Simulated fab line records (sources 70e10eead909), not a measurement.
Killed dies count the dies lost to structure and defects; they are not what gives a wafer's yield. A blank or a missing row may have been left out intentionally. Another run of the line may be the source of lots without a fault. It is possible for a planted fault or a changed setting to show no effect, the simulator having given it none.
fab line records -- flow nand_harc
[record] lots = 24, wafers = 72, last_day = 33
route steps=1302 shown A_STAIRCASE@750 A_SGD_CUT@908
lots with no fault: from the same line, run without faults
start_h: hours from the record's first day to the start of the lot's first wafer shown -- wait_h: time in hours since the lot's previous step -- " repeats the value in the row above -- L1.1+2: a single row standing in for several wafers -- - either no value or no given start -- * or withheld: withheld -- < > ~ a bound
route shown NAME@n: names a module that has steps shown in the file, with the first one's number in the route -- usual: mean and standard deviation over wafers with no fault -- same: alike in all rows -- chamber/n: place in a boat -- sites: each site's reading -- _std_site: standard deviation of those values -- _edge_site: the outer-site mean with the inner-site mean subtracted -- radius_mm: how far each site lies from the wafer's centre -- mask NAME#n: copy n -- behind: the last tool/chamber to shape the wafer -- hold: reason for holding the lot/hours on hold/outcome of the hold -- device: the transistor (n, p or np) that didn't switch -- end of line: at the end of the route, the tests of the same wafers -- for a step that has no rows: nothing shown but its recipe -- killed: at the first sort, the dies lost to defects and structure; wafer yield is something else -- map: a wafer's dies, marking killed ones x, the rest . and places with no die _
set.NAME: the setting the step ran with; set.NAME@STEP: the setting that earlier step ran with -- model.NAME: the simulator's own value behind a step, which no gauge read
a sample of lots followed through the steps of the route, with each step as a table and each wafer as a row
services: a tool's chamber out of use, with start hour (start_h, from the record's first day; less than 0 if before it), hours out, and reason
[[steps]]
[step NHARC_A_STAIRCASE_ETCH_236]
[recipe] target_depth_a = 1000, time_s = 40.5, ion_energy_ev = 400, c4f8_flow_sccm = 20, o2_flow_sccm = 10, ar_flow_sccm = withheld, rf_w = 600, bias_w = 1000, chemistry = C4F8/O2
[usual] oes_product_au = 0.943/0.011, rf_vpp_V = 896/7.3
lot.wafer,tool,chamber,start_h,wait_h,oes_product_au,rf_hours_counter_h,rf_vpp_V
L075.3,rie_diel-01,0,-,-,0.949,45,893
L075.1,rie_diel-01,1,-,-,0.935,47,891
L075.5,rie_diel-01,0,-,-,0.952,-,893
L074.2,rie_diel-09,3,-,-,0.924,18,906
L074.3,rie_diel-09,1,-,-,0.949,16,901
L074.1,rie_diel-09,2,-,-,0.941,16,888
L076.4,rie_diel-09,0,-,-,0.941,23,887
L076.1,rie_diel-09,3,-,-,0.943,22,905
L076.5,rie_diel-09,1,-,-,0.953,-,902
L077.2,rie_diel-04,2,-,-,0.941,16,888
L077.4,rie_diel-04,3,-,-,0.959,13,893
L077.6,rie_diel-04,2,-,-,0.940,-,889
L078.1,rie_diel-04,2,-,-,0.951,17,886
L078.2,rie_diel-04,3,-,-,0.950,14,895
L078.3,rie_diel-04,0,-,-,0.934,13,904
L079.2,rie_diel-09,2,-,-,0.945,27,888
L079.1,rie_diel-09,3,-,-,0.946,31,904
L079.3,rie_diel-09,0,-,-,0.942,29,888
L080.1,rie_diel-04,2,-,-,0.945,25,888
L080.2,rie_diel-04,1,-,-,0.948,23,887
L080.6,rie_diel-04,1,-,-,0.952,-,886
L081.3,rie_diel-09,2,-,-,0.944,34,888
L081.1,rie_diel-09,1,-,-,0.952,29,900
L081.5,rie_diel-09,2,-,-,0.944,-,891
L082.1,rie_diel-09,3,-,-,0.934,44,906
L082.3,rie_diel-09,1,-,-,0.939,35,902
L082.2,rie_diel-09,2,-,-,0.939,42,886
L083.2,rie_diel-01,2,-,-,0.948,21,899
L083.1,rie_diel-01,3,-,-,0.940,16,905
L083.6,rie_diel-01,1,-,-,0.927,-,892
L085.1,rie_diel-01,0,-,-,0.939,24,891
L085.4,rie_diel-01,2,-,-,0.951,26,899
L085.5,rie_diel-01,1,-,-,0.936,-,890
L084.3,rie_diel-01,3,-,-,0.941,24,906
L084.2,rie_diel-01,1,-,-,0.943,30,891
L084.6,rie_diel-01,3,-,-,0.938,-,907
L086.2,rie_diel-04,3,-,-,0.961,43,893
L086.1,rie_diel-04,1,-,-,0.952,42,886
L086.5,rie_diel-04,0,-,-,0.937,-,902
L087.4,rie_diel-09,2,-,-,0.959,1,889
L087.1,rie_diel-09,3,-,-,0.984,1,905
L087.2,rie_diel-09,1,-,-,0.951,1,901
L088.2,rie_diel-01,1,-,-,0.934,46,891
L088.4,rie_diel-01,2,-,-,0.957,44,900
L088.5,rie_diel-01,1,-,-,0.940,-,889
L089.2,rie_diel-09,2,-,-,0.966,4,887
L089.1,rie_diel-09,3,-,-,0.950,3,904
L089.6,rie_diel-09,2,-,-,0.953,-,888
L090.1,rie_diel-01,3,-,-,0.931,45,906
L090.3,rie_diel-01,0,-,-,0.931,47,891
L090.6,rie_diel-01,2,-,-,0.940,-,898
L091.3,rie_diel-01,3,-,-,0.924,45,906
L091.4,rie_diel-01,0,-,-,0.916,47,892
L091.2,rie_diel-01,1,-,-,0.919,52,891
L093.1,rie_diel-09,0,-,-,0.932,18,905
L093.3,rie_diel-09,1,-,-,0.939,21,900
L093.4,rie_diel-09,2,-,-,0.937,19,889
L092.2,rie_diel-04,1,-,-,0.948,8,906
L092.3,rie_diel-04,2,-,-,0.943,6,889
L092.4,rie_diel-04,3,-,-,0.953,6,894
L095.1,rie_diel-01,3,-,-,0.941,2,904
L095.2,rie_diel-01,1,-,-,0.951,3,890
L095.5,rie_diel-01,3,-,-,0.946,-,905
L094.3,rie_diel-09,2,-,-,0.942,27,888
L094.1,rie_diel-09,1,-,-,0.942,28,899
L094.6,rie_diel-09,1,-,-,0.936,-,899
L096.2,rie_diel-09,2,-,-,0.925,28,887
L096.1,rie_diel-09,1,-,-,0.930,29,899
L096.5,rie_diel-09,1,-,-,0.931,-,900
L097.3,rie_diel-04,1,-,-,0.943,18,904
L097.2,rie_diel-04,3,-,-,0.951,15,893
L097.4,rie_diel-04,0,-,-,0.930,19,902
[step NHARC_A_STAIRCASE_HM_DEP_459]
[recipe] target_thk_a = 15000, temp_c = 400, material = aC
[usual] throttle_valve_pct = 34.999/0.0082
lot.wafer,tool,chamber,start_h,wait_h,throttle_valve_pct
L075.1,acl_dep-02,0,385.59,0.3,35.013
L075.3,acl_dep-02,0,385.59,0.3,34.992
L075.5,acl_dep-02,0,385.59,0.3,34.989
L074.1,acl_dep-01,0,389.13,0.1,35.005
L074.2,acl_dep-01,0,389.13,0.1,35.002
L074.3,acl_dep-01,0,389.13,0.1,35.007
L076.1,acl_dep-03,0,400.64,0.1,34.986
L076.4,acl_dep-03,0,400.64,0.1,34.989
L076.5,acl_dep-03,0,400.64,0.1,35.013
L077.2,acl_dep-02,0,420.35,2.6,34.999
L077.4,acl_dep-02,0,420.35,2.6,34.994
L077.6,acl_dep-02,0,420.35,2.6,34.995
L078.1,acl_dep-03,0,421.67,1.3,34.998
L078.2,acl_dep-03,0,421.67,1.3,34.997
L078.3,acl_dep-03,0,421.67,1.3,34.991
L079.1,acl_dep-01,0,421.87,1.1,34.999
L079.2,acl_dep-01,0,421.87,1.1,35.000
L079.3,acl_dep-01,0,421.87,1.1,34.997
L080.1,acl_dep-02,0,439.71,0.3,34.988
L080.2,acl_dep-02,0,439.71,0.3,34.995
L080.6,acl_dep-02,0,441.25,1.8,35.006
L081.1,acl_dep-03,0,443.60,0.4,34.988
L081.3,acl_dep-03,0,443.60,0.4,35.011
L081.5,acl_dep-03,0,443.60,0.4,35.002
L082.1,acl_dep-02,0,459.41,2.7,34.994
L082.2,acl_dep-02,0,459.41,2.7,35.008
L082.3,acl_dep-02,0,459.41,2.7,34.983
L083.1,acl_dep-02,0,461.23,4.3,35.000
L083.2,acl_dep-02,0,461.23,4.3,34.999
L083.6,acl_dep-02,0,462.74,5.8,34.987
L085.1,acl_dep-02,0,478.90,0.1,35.003
L085.4,acl_dep-02,0,478.90,0.1,34.994
L085.5,acl_dep-02,0,478.90,0.1,34.994
L084.2,acl_dep-03,0,482.59,0.4,34.991
L084.3,acl_dep-03,0,482.59,0.4,34.983
L084.6,acl_dep-03,0,482.59,0.4,35.006
L086.1,acl_dep-01,0,494.38,2.5,35.006
L086.2,acl_dep-01,0,494.38,2.5,34.998
L086.5,acl_dep-01,0,494.38,2.5,35.010
L087.1,acl_dep-01,0,517.35,0.1,34.997
L087.2,acl_dep-01,0,517.35,0.1,34.990
L087.4,acl_dep-01,0,517.35,0.1,34.999
L089.1,acl_dep-01,0,527.71,1.0,35.005
L089.2,acl_dep-01,0,527.71,1.0,35.000
L089.6,acl_dep-01,0,529.26,2.6,35.001
L088.2,acl_dep-02,0,527.97,2.0,35.010
L088.4,acl_dep-02,0,527.97,2.0,35.002
L088.5,acl_dep-02,0,527.97,2.0,34.991
L090.1,acl_dep-01,0,545.04,0.1,34.988
L090.3,acl_dep-01,0,545.04,0.1,35.003
L090.6,acl_dep-01,0,545.04,0.1,35.018
L091.2,acl_dep-01,0,547.19,1.6,34.995
L091.3,acl_dep-01,0,547.19,1.6,34.994
L091.4,acl_dep-01,0,547.19,1.6,35.006
L093.1,acl_dep-02,0,573.10,1.0,35.009
L093.3,acl_dep-02,0,573.10,1.0,35.001
L093.4,acl_dep-02,0,573.10,1.0,35.002
L092.2,acl_dep-03,0,573.90,1.3,35.006
L092.3,acl_dep-03,0,573.90,1.3,35.008
L092.4,acl_dep-03,0,573.90,1.3,35.001
L095.1,acl_dep-01,0,585.50,3.7,34.991
L095.2,acl_dep-01,0,585.50,3.7,35.005
L095.5,acl_dep-01,0,585.50,3.7,35.005
L094.1,acl_dep-03,0,585.98,3.4,35.013
L094.3,acl_dep-03,0,585.98,3.4,35.008
L094.6,acl_dep-03,0,585.98,3.4,34.997
L096.1,acl_dep-01,0,587.34,1.0,34.998
L096.2,acl_dep-01,0,587.34,1.0,35.001
L096.5,acl_dep-01,0,587.34,1.0,35.008
L097.2,acl_dep-02,0,602.60,0.4,35.005
L097.3,acl_dep-02,0,602.60,0.4,34.999
L097.4,acl_dep-02,0,602.60,0.4,34.985
[step NHARC_A_STAIRCASE_ALD_420]
[recipe] target_thk_a = 200, pulse_time_s = 6, ald_cycles = 200, temp_c = 300, material = SiO2
[usual] heater_power_w = 473/39, precursor_pulse_height_rel = 1.003/0.021
lot.wafer,tool,chamber,start_h,wait_h,heater_power_w,precursor_pulse_height_rel
L075.3,ald_hk-04,1,405.91,-,472,1.005
L075.1,ald_hk-04,3,405.91,-,441,0.982
L075.5,ald_hk-04,1,405.91,-,468,0.948
L074.1,ald_hk-04,2,407.87,-,569,1.037
L074.3,ald_hk-04,3,407.87,-,436,1.004
L074.2,ald_hk-04,0,407.87,-,493,0.984
L076.4,ald_hk-02,2,415.56,-,406,1.015
L076.1,ald_hk-02,1,415.56,-,490,1.015
L076.5,ald_hk-02,3,415.56,-,525,0.955
L077.4,ald_hk-02,2,438.26,-,414,1.022
L077.2,ald_hk-02,3,438.26,-,514,1.041
L077.6,ald_hk-02,3,438.26,-,501,1.004
L078.2,ald_hk-02,3,439.21,-,506,0.992
L078.1,ald_hk-02,1,439.21,-,486,0.988
L078.3,ald_hk-02,2,439.21,-,410,0.989
L079.2,ald_hk-02,0,441.88,-,505,0.988
L079.3,ald_hk-02,1,441.88,-,479,1.025
L079.1,ald_hk-02,3,441.88,-,520,0.992
L080.1,ald_hk-04,3,455.06,-,442,1.003
L080.2,ald_hk-04,1,455.06,-,479,0.999
L080.6,ald_hk-04,3,455.06,-,430,0.993
L081.3,ald_hk-03,3,458.61,-,419,0.990
L081.1,ald_hk-03,0,458.61,-,501,0.984
L081.5,ald_hk-03,1,458.61,-,494,1.019
L082.1,ald_hk-03,3,476.98,-,424,1.013
L082.2,ald_hk-03,1,476.98,-,487,1.021
L082.3,ald_hk-03,2,476.98,-,491,1.033
L083.2,ald_hk-02,2,477.14,-,400,1.024
L083.1,ald_hk-02,0,477.14,-,483,0.984
L083.6,ald_hk-02,2,477.14,-,409,1.036
L085.4,ald_hk-04,0,494.34,-,477,0.978
L085.1,ald_hk-04,3,494.34,-,427,1.017
L085.5,ald_hk-04,1,494.34,-,478,1.009
L084.3,ald_hk-03,1,500.10,-,489,0.972
L084.2,ald_hk-03,3,500.10,-,426,1.025
L084.6,ald_hk-03,2,500.10,-,488,0.977
L086.1,ald_hk-02,2,514.34,-,411,1.027
L086.2,ald_hk-02,1,514.34,-,477,0.985
L086.5,ald_hk-02,3,514.34,-,500,1.028
L087.4,ald_hk-04,2,532.34,-,547,1.005
L087.2,ald_hk-04,3,532.34,-,436,0.976
L087.1,ald_hk-04,0,532.34,-,468,0.986
L089.1,ald_hk-02,3,547.81,-,486,1.006
L089.2,ald_hk-02,0,547.81,-,468,0.984
L089.6,ald_hk-02,0,547.81,-,478,0.995
L088.2,ald_hk-04,1,547.82,-,468,0.985
L088.4,ald_hk-04,0,547.82,-,478,1.002
L088.5,ald_hk-04,2,547.82,-,555,1.000
L090.1,ald_hk-02,3,562.01,-,483,0.998
L090.3,ald_hk-02,2,562.01,-,392,0.966
L090.6,ald_hk-02,3,562.01,-,472,0.983
L091.3,ald_hk-04,0,564.74,-,467,1.038
L091.2,ald_hk-04,1,564.74,-,476,1.000
L091.4,ald_hk-04,2,564.74,-,546,1.036
L093.3,ald_hk-02,2,588.76,-,398,0.981
L093.4,ald_hk-02,3,588.76,-,466,1.044
L093.1,ald_hk-02,0,588.76,-,471,0.999
L092.2,ald_hk-03,3,588.77,-,438,1.047
L092.4,ald_hk-03,0,588.77,-,502,0.999
L092.3,ald_hk-03,1,588.77,-,445,0.984
L094.1,ald_hk-04,0,601.10,-,457,1.003
L094.3,ald_hk-04,1,601.10,-,475,1.041
L094.6,ald_hk-04,1,601.10,-,462,1.005
L095.2,ald_hk-03,3,601.19,-,436,0.984
L095.1,ald_hk-03,1,601.19,-,457,1.009
L095.5,ald_hk-03,3,601.19,-,449,1.016
L096.1,ald_hk-02,3,601.42,-,476,1.005
L096.2,ald_hk-02,1,601.42,-,468,1.000
L096.5,ald_hk-02,3,601.42,-,475,1.020
L097.3,ald_hk-02,1,618.65,-,466,1.013
L097.4,ald_hk-02,2,618.65,-,406,1.036
L097.2,ald_hk-02,3,618.65,-,481,0.972
[step NHARC_A_STAIRCASE_CMP_152]
[usual] motor_current_A = 12.4/1.1
lot.wafer,tool,chamber,start_h,wait_h,motor_current_A
L075.3,cmp-02,1,444.59,0.1,11.4
L075.1,cmp-02,2,444.59,0.1,14.3
L075.5,cmp-02,1,444.59,0.1,10.9
L074.1,cmp-04,1,445.68,0.1,12.4
L074.2,cmp-04,2,445.68,0.1,11.4
L074.3,cmp-04,3,445.68,0.1,11.8
L076.4,cmp-02,2,455.48,0.1,13.6
L076.1,cmp-02,0,455.48,0.1,10.6
L076.5,cmp-02,2,455.48,0.1,14.1
L078.3,cmp-02,3,475.72,0.1,12.8
L078.2,cmp-02,0,475.72,0.1,10.7
L078.1,cmp-02,1,475.72,0.1,11.3
L077.2,cmp-04,0,475.86,0.1,13.4
L077.4,cmp-04,1,475.86,0.1,12.7
L077.6,cmp-04,3,475.86,0.1,11.4
L079.1,cmp-02,3,481.37,0.1,12.6
L079.3,cmp-02,0,481.37,0.1,10.9
L079.2,cmp-02,1,481.37,0.1,10.9
L080.2,cmp-04,1,499.54,0.1,12.9
L080.1,cmp-04,3,499.54,0.1,11.8
L080.6,cmp-04,1,499.54,0.1,12.4
L081.1,cmp-03,3,499.82,0.1,11.2
L081.3,cmp-03,2,499.82,0.1,14.8
L081.5,cmp-03,3,499.82,0.1,10.9
L082.1,cmp-04,0,517.61,0.1,13.0
L082.3,cmp-04,1,517.61,0.1,13.1
L082.2,cmp-04,2,517.61,0.1,12.0
L083.2,cmp-03,1,518.81,0.1,11.9
L083.1,cmp-03,2,518.81,0.1,14.8
L083.6,cmp-03,2,518.81,0.1,14.9
L085.4,cmp-03,2,534.98,0.1,14.6
L085.1,cmp-03,3,534.98,0.1,10.9
L085.5,cmp-03,0,534.98,0.1,13.2
L084.2,cmp-04,3,544.16,0.1,12.2
L084.3,cmp-04,0,544.16,0.1,12.9
L084.6,cmp-04,2,544.16,0.1,12.0
L086.2,cmp-03,2,554.84,0.1,14.5
L086.1,cmp-03,3,554.84,0.1,10.9
L086.5,cmp-03,0,554.84,0.1,12.7
L087.4,cmp-03,1,570.54,0.1,11.4
L087.2,cmp-03,2,570.54,0.1,15.0
L087.1,cmp-03,3,570.54,0.1,10.7
L089.2,cmp-02,1,588.11,0.1,11.0
L089.1,cmp-02,3,588.11,0.1,13.2
L089.6,cmp-02,0,588.11,0.1,10.4
L088.4,cmp-02,1,588.39,0.1,10.9
L088.2,cmp-02,2,588.39,0.1,13.6
L088.5,cmp-02,2,588.39,0.1,14.3
L090.1,cmp-03,1,606.76,0.1,11.8
L090.3,cmp-03,2,606.76,0.1,14.6
L090.6,cmp-03,0,606.76,0.1,12.8
L091.2,cmp-04,1,607.66,0.1,12.9
L091.4,cmp-04,2,607.66,0.1,11.8
L091.3,cmp-04,3,607.66,0.1,11.5
L093.1,cmp-04,1,631.29,0.1,12.1
L093.4,cmp-04,2,631.29,0.1,12.2
L093.3,cmp-04,0,631.29,0.1,14.3
L092.3,cmp-04,1,631.49,0.1,12.4
L092.4,cmp-04,3,631.49,0.1,11.6
L092.2,cmp-04,0,631.49,0.1,13.8
L095.1,cmp-04,3,642.61,0.1,11.8
L095.2,cmp-04,1,642.61,0.1,12.4
L095.5,cmp-04,3,642.61,0.1,11.8
L096.1,cmp-03,3,643.23,0.1,11.6
L096.2,cmp-03,1,643.23,0.1,11.5
L096.5,cmp-03,0,643.23,0.1,12.6
L094.3,cmp-04,2,643.25,0.1,11.9
L094.1,cmp-04,0,643.25,0.1,12.9
L094.6,cmp-04,3,643.25,0.1,12.4
L097.4,cmp-04,2,654.47,0.1,12.0
L097.2,cmp-04,0,654.47,0.1,13.6
L097.3,cmp-04,1,654.47,0.1,13.1
[step NHARC_A_STAIRCASE_STRIP_475]
[recipe] time_s = 20, o2_flow_sccm = 500, ar_flow_sccm = 0, bias_w = 0, chemistry = O2
[usual] drypump_motor_current_A = 5.8/0.46, oes_product_au = 0.998/0.0081, rf_vpp_V = 57.8/0.92, showerhead_plenum_p_Torr = 3.55/0.2, throttle_valve_pct = 17.037/0.0092
lot.wafer,tool,chamber,start_h,wait_h,drypump_motor_current_A,oes_product_au,rf_hours_counter_h,rf_vpp_V,showerhead_plenum_p_Torr,throttle_valve_pct
L075.3,rie_diel-04,0,-,-,5.7,1.001,18,57.5,3.73,17.046
L075.1,rie_diel-04,1,-,-,5.0,1.002,31,58.1,3.28,17.018
L075.5,rie_diel-04,3,-,-,5.4,1.008,-,58.2,3.45,17.038
L074.1,rie_diel-01,3,446.84,0.3,6.8,0.994,15,58.7,3.80,17.036
L074.3,rie_diel-01,1,446.84,0.3,5.9,0.993,22,57.3,3.39,17.047
L074.2,rie_diel-01,2,446.84,0.3,5.9,1.001,21,58.0,3.62,17.044
L076.1,rie_diel-09,3,-,-,5.6,0.986,46,57.9,3.78,17.030
L076.4,rie_diel-09,0,-,-,5.9,0.996,42,58.3,3.26,17.054
L076.5,rie_diel-09,2,-,-,6.0,0.996,-,55.4,3.31,17.050
L078.1,rie_diel-01,2,-,-,5.9,1.003,29,56.8,3.61,17.034
L078.3,rie_diel-01,3,-,-,6.8,0.988,25,58.9,3.79,17.049
L078.2,rie_diel-01,0,-,-,5.4,0.987,27,57.4,3.42,17.033
L077.4,rie_diel-01,2,-,-,5.9,1.011,29,56.2,3.61,17.031
L077.2,rie_diel-01,3,-,-,6.9,0.994,25,58.1,3.79,17.046
L077.6,rie_diel-01,3,-,-,6.9,0.991,-,58.5,3.79,17.029
L079.3,rie_diel-09,3,-,-,5.6,0.990,54,58.3,3.78,17.035
L079.1,rie_diel-09,0,-,-,5.9,0.987,49,56.5,3.26,17.036
L079.2,rie_diel-09,1,-,-,5.9,0.990,49,58.3,3.65,17.051
L080.1,rie_diel-01,3,-,-,6.8,0.992,32,58.2,3.79,17.019
L080.2,rie_diel-01,1,-,-,5.8,0.981,40,58.4,3.38,17.034
L080.6,rie_diel-01,3,-,-,6.8,0.989,-,58.2,3.79,17.028
L081.3,rie_diel-04,2,-,-,5.4,0.981,49,58.5,3.30,17.035
L081.1,rie_diel-04,0,-,-,5.7,0.977,40,56.5,3.72,17.034
L081.5,rie_diel-04,2,-,-,5.4,0.986,-,56.7,3.31,17.047
L082.1,rie_diel-04,0,-,-,5.7,0.990,43,57.7,3.72,17.027
L082.3,rie_diel-04,2,-,-,5.5,0.996,57,55.9,3.30,17.029
L082.2,rie_diel-04,3,-,-,5.4,0.999,57,55.8,3.43,17.028
L083.2,rie_diel-09,0,-,-,5.9,0.999,5,57.3,3.81,17.038
L083.1,rie_diel-09,3,-,-,5.6,1.004,3,58.4,3.77,17.052
L083.6,rie_diel-09,1,-,-,5.9,1.004,-,58.0,3.65,17.035
L085.1,rie_diel-09,0,-,-,5.8,0.995,11,58.1,3.80,17.029
L085.4,rie_diel-09,1,-,-,5.8,0.996,12,56.5,3.64,17.033
L085.5,rie_diel-09,3,-,-,5.6,1.016,-,58.7,3.77,17.036
L084.3,rie_diel-09,3,-,-,5.6,1.013,11,59.3,3.77,17.039
L084.2,rie_diel-09,1,-,-,5.9,1.009,16,58.4,3.64,17.041
L084.6,rie_diel-09,3,-,-,5.6,1.018,-,57.5,3.77,17.040
L086.2,rie_diel-01,3,-,-,6.8,1.001,51,57.8,3.78,17.024
L086.1,rie_diel-01,0,-,-,5.4,0.992,53,57.2,3.40,17.028
L086.5,rie_diel-01,0,-,-,5.3,1.003,-,57.1,3.40,17.037
L087.1,rie_diel-09,1,571.66,0.2,5.9,0.996,28,58.9,3.64,17.028
L087.2,rie_diel-09,2,571.66,0.2,6.0,0.989,26,55.7,3.29,17.034
L087.4,rie_diel-09,2,571.66,0.2,6.0,0.987,-,57.3,3.29,17.042
L089.1,rie_diel-04,2,-,-,5.4,0.989,13,58.1,3.29,17.042
L089.2,rie_diel-04,1,-,-,5.0,0.997,16,58.1,3.80,17.049
L089.6,rie_diel-04,3,-,-,5.5,1.006,-,56.8,3.42,17.036
L088.4,rie_diel-09,2,-,-,6.0,0.997,33,58.1,3.29,17.032
L088.2,rie_diel-09,3,-,-,5.6,0.999,30,58.6,3.76,17.022
L088.5,rie_diel-09,1,-,-,5.9,1.002,-,58.9,3.63,17.036
L090.1,rie_diel-01,3,-,-,6.9,0.990,19,59.0,3.77,17.034
L090.3,rie_diel-01,0,-,-,5.4,1.003,17,57.1,3.39,17.022
L090.6,rie_diel-01,2,-,-,5.9,1.004,-,57.4,3.58,17.037
L091.4,rie_diel-01,3,-,-,6.8,1.000,19,58.7,3.77,17.034
L091.2,rie_diel-01,0,-,-,5.4,1.013,17,57.1,3.40,17.049
L091.3,rie_diel-01,2,-,-,5.9,0.994,18,57.1,3.58,17.024
L093.4,rie_diel-01,2,-,-,5.9,1.000,28,58.3,3.58,17.028
L093.3,rie_diel-01,0,-,-,5.4,1.008,26,57.3,3.39,17.037
L093.1,rie_diel-01,1,-,-,5.9,1.002,22,58.3,3.36,17.034
L092.3,rie_diel-09,3,-,-,5.6,0.998,43,58.0,3.75,17.021
L092.4,rie_diel-09,0,-,-,5.9,0.990,36,58.5,3.79,17.045
L092.2,rie_diel-09,1,-,-,5.9,0.999,46,56.8,3.62,17.024
L095.1,rie_diel-09,1,-,-,5.9,0.998,50,56.4,3.62,17.049
L095.2,rie_diel-09,3,-,-,5.6,1.006,49,56.9,3.75,17.038
L095.5,rie_diel-09,0,-,-,5.9,0.990,-,59.8,3.78,17.042
L096.2,rie_diel-04,0,-,-,5.7,0.983,38,58.0,3.70,17.049
L096.1,rie_diel-04,2,-,-,5.4,1.000,31,58.4,3.28,17.033
L096.5,rie_diel-04,1,-,-,5.0,1.004,-,59.2,3.79,17.044
L094.3,rie_diel-04,0,-,-,5.7,0.995,38,58.5,3.69,17.036
L094.1,rie_diel-04,2,-,-,5.4,1.006,31,57.8,3.28,17.042
L094.6,rie_diel-04,3,-,-,5.4,1.011,-,57.5,3.41,17.037
L097.3,rie_diel-01,0,-,-,5.4,0.998,37,58.5,3.38,17.038
L097.4,rie_diel-01,2,-,-,5.8,1.002,39,58.1,3.57,17.038
L097.2,rie_diel-01,3,-,-,6.8,1.001,38,57.9,3.76,17.055
[step NHARC_A_SGD_CUT_ETCH_16]
[recipe] target_depth_a = 3105, time_s = 155.2, c4f8_flow_sccm = withheld, o2_flow_sccm = 8, ar_flow_sccm = withheld, rf_w = 600, bias_w = 800, chemistry = C4F8/O2/Ar
[usual] oes_product_au = 0.969/0.014, rf_vpp_V = 722/3.7
lot.wafer,tool,chamber,start_h,wait_h,oes_product_au,rf_hours_counter_h,rf_vpp_V
L075.1,rie_diel-03,3,-,-,0.987,15,717
L075.3,rie_diel-03,0,-,-,0.977,14,731
L075.5,rie_diel-03,2,-,-,0.981,-,726
L074.1,rie_diel-10,0,-,-,0.964,1,724
L074.3,rie_diel-10,1,-,-,0.961,1,719
L074.2,rie_diel-10,3,-,-,0.966,1,725
L076.1,rie_diel-13,2,-,-,0.982,5,724
L076.4,rie_diel-13,3,-,-,0.967,6,719
L076.5,rie_diel-13,2,-,-,0.975,-,724
L078.2,rie_diel-13,0,-,-,0.976,7,719
L078.1,rie_diel-13,1,-,-,0.976,7,720
L078.3,rie_diel-13,2,-,-,0.979,6,724
L077.4,rie_diel-03,0,-,-,0.973,2,728
L077.2,rie_diel-03,1,-,-,0.977,1,721
L077.6,rie_diel-03,2,-,-,0.983,-,725
L079.3,rie_diel-13,0,-,-,0.984,8,720
L079.1,rie_diel-13,2,-,-,0.979,7,725
L079.2,rie_diel-13,3,-,-,0.965,6,717
L080.1,rie_diel-10,1,-,-,0.932,4,720
L080.2,rie_diel-10,3,-,-,0.949,3,725
L080.6,rie_diel-10,1,-,-,0.926,-,719
L081.3,rie_diel-03,2,-,-,0.969,3,723
L081.1,rie_diel-03,3,-,-,0.976,4,717
L081.5,rie_diel-03,0,-,-,0.967,-,730
L082.3,rie_diel-03,0,-,-,0.966,6,729
L082.1,rie_diel-03,1,-,-,0.965,4,720
L082.2,rie_diel-03,3,-,-,0.976,7,717
L083.1,rie_diel-10,2,-,-,0.982,3,728
L083.2,rie_diel-10,3,-,-,0.982,5,724
L083.6,rie_diel-10,0,-,-,0.973,-,723
L085.4,rie_diel-13,1,-,-,0.974,1,719
L085.1,rie_diel-13,3,-,-,0.977,0,717
L085.5,rie_diel-13,2,-,-,0.978,-,724
L084.3,rie_diel-03,1,-,-,0.982,7,721
L084.2,rie_diel-03,2,-,-,0.965,7,725
L084.6,rie_diel-03,2,-,-,0.971,-,724
L086.2,rie_diel-13,1,-,-,0.961,1,719
L086.1,rie_diel-13,0,-,-,0.967,1,720
L086.5,rie_diel-13,2,-,-,0.962,-,724
L087.1,rie_diel-13,3,-,-,0.970,2,717
L087.2,rie_diel-13,0,-,-,0.975,2,719
L087.4,rie_diel-13,1,-,-,0.965,2,719
L089.2,rie_diel-10,0,-,-,0.987,9,723
L089.1,rie_diel-10,2,-,-,0.971,7,727
L089.6,rie_diel-10,0,-,-,0.988,-,724
L088.2,rie_diel-03,1,-,-,0.942,11,721
L088.4,rie_diel-03,2,-,-,0.941,10,726
L088.5,rie_diel-03,1,-,-,0.963,-,721
L090.1,rie_diel-03,2,-,-,0.961,12,724
L090.3,rie_diel-03,3,-,-,0.957,15,717
L090.6,rie_diel-03,1,-,-,0.992,-,719
L091.3,rie_diel-13,3,-,-,0.962,4,718
L091.4,rie_diel-13,0,-,-,0.979,5,719
L091.2,rie_diel-13,1,-,-,0.992,5,718
L093.3,rie_diel-10,1,-,-,0.951,1,718
L093.1,rie_diel-10,2,-,-,0.949,2,726
L093.4,rie_diel-10,0,-,-,0.947,1,724
L092.4,rie_diel-03,0,-,-,0.965,18,731
L092.2,rie_diel-03,1,-,-,0.972,16,720
L092.3,rie_diel-03,2,-,-,0.977,15,726
L095.1,rie_diel-10,0,-,-,0.975,3,723
L095.2,rie_diel-10,1,-,-,0.993,2,718
L095.5,rie_diel-10,1,-,-,0.992,-,718
L096.1,rie_diel-03,3,-,-,0.970,0,720
L096.2,rie_diel-03,1,-,-,0.997,0,720
L096.5,rie_diel-03,2,-,-,0.956,-,723
L094.3,rie_diel-13,3,-,-,0.962,6,718
L094.1,rie_diel-13,1,-,-,0.969,7,718
L094.6,rie_diel-13,1,-,-,0.972,-,719
L097.2,rie_diel-10,0,-,-,0.958,4,724
L097.4,rie_diel-10,2,-,-,0.959,4,726
L097.3,rie_diel-10,3,-,-,0.965,4,724
[[services]]
tool,chamber,start_h,hours,kind
rie_diel-04,-,356.00,9.0,pm
acl_dep-01,-,370.24,13.0,pm
rie_diel-01,-,380.93,9.0,pm
rie_diel-09,1,404.93,4.2,repair
cmp-04,-,405.10,4.0,pm
rie_diel-01,3,419.12,9.8,repair
rie_diel-04,0,422.55,17.5,repair
acl_dep-02,-,424.21,13.0,pm
rie_diel-09,-,442.47,0.2,repair
rie_diel-01,0,458.27,3.5,repair
rie_diel-03,-,458.30,9.0,pm
rie_diel-04,1,460.53,6.7,repair
rie_diel-09,0,490.75,6.1,repair
rie_diel-09,-,497.12,9.0,pm
rie_diel-03,1,499.91,9.9,repair
cmp-04,-,503.10,4.0,pm
rie_diel-04,0,508.72,4.9,repair
ald_hk-02,-,526.61,10.0,pm
rie_diel-04,-,533.00,9.0,pm
rie_diel-01,-,557.93,9.0,pm
rie_diel-09,0,567.71,13.4,repair
rie_diel-01,1,598.73,6.5,repair
cmp-04,-,601.10,4.0,pm
rie_diel-01,3,640.82,3.7,repair
[[key]]
fault none
